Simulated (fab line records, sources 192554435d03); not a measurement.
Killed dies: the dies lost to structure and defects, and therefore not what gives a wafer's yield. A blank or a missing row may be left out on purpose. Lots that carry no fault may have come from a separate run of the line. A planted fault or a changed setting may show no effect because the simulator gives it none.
Chamber matching    flow n5 finfet    ald sin-01 running N5_SPACER0_ALD_08: 4 sister chambers
The step deposits SiNx, target thk 2 nm. 24 wafers are shown with their chamber, then 12 later ones without.

WAFERS, EACH WITH ITS CHAMBER
wafer   chamber  heater power w (W)
L075.2  0        857
L075.4  2        765
L075.5  2        767
L077.1  2        759
L077.2  0        825
L077.4  3        819
L078.1  0        842
L078.2  1        832
L078.3  2        763
L078.4  3        839
L078.5  2        779
L078.6  3        822
L079.1  2        750
L079.4  0        831
L079.6  2        750
L082.3  2        705
L082.4  3        786
L082.6  3        804
L084.1  3        811
L084.3  0        818
L084.5  0        815
L089.1  3        814
L089.4  1        889
L089.6  2        703

SIGNATURES (means of the wafers above)
reading         chamber 0  chamber 1  chamber 2  chamber 3  scatter within a chamber
heater power w  831.33     860.50     749.00     813.57     22.7
Rule: for each reading, subtract the chamber's mean from the wafer's reading, divide by that reading's scatter and square the result; add these up over the readings and take the root, which gives the wafer's distance from the chamber. The wafer belongs to the nearest chamber; if the next one is less than 2 further off, it can't be placed. The scatter: take each reading less its chamber's mean, square it, sum over the shown wafers, divide by the number of wafers less the number of chambers, and take the root.

WAFERS WHOSE CHAMBER IS MISSING
wafer   heater power w (W)
L091.1  864
L091.2  727
L091.3  805
L091.4  810
L091.5  873
L091.6  739
L093.2  901
L093.4  715
L093.6  717
L096.1  726
L096.3  818
L096.4  828

WHICH CHAMBER EACH WENT THROUGH
wafer   from the rows above           in truth
L091.1  can't be placed: 1 or 0       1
L091.2  2                             2
L091.3  can't be placed: 3 or 0       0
L091.4  can't be placed: 3 or 0       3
L091.5  can't be placed: 1 or 0       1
L091.6  2                             2
L093.2  can't be placed: 1 or 0       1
L093.4  2                             2
L093.6  2                             2
L096.1  2                             2
L096.3  can't be placed: 3 or 0 or 1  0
L096.4  can't be placed: 0 or 3 or 1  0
5 of 12 placed correctly. Can't be placed from these rows: 7 (the true chamber is among the candidates in 7). Wrongly placed: 0.
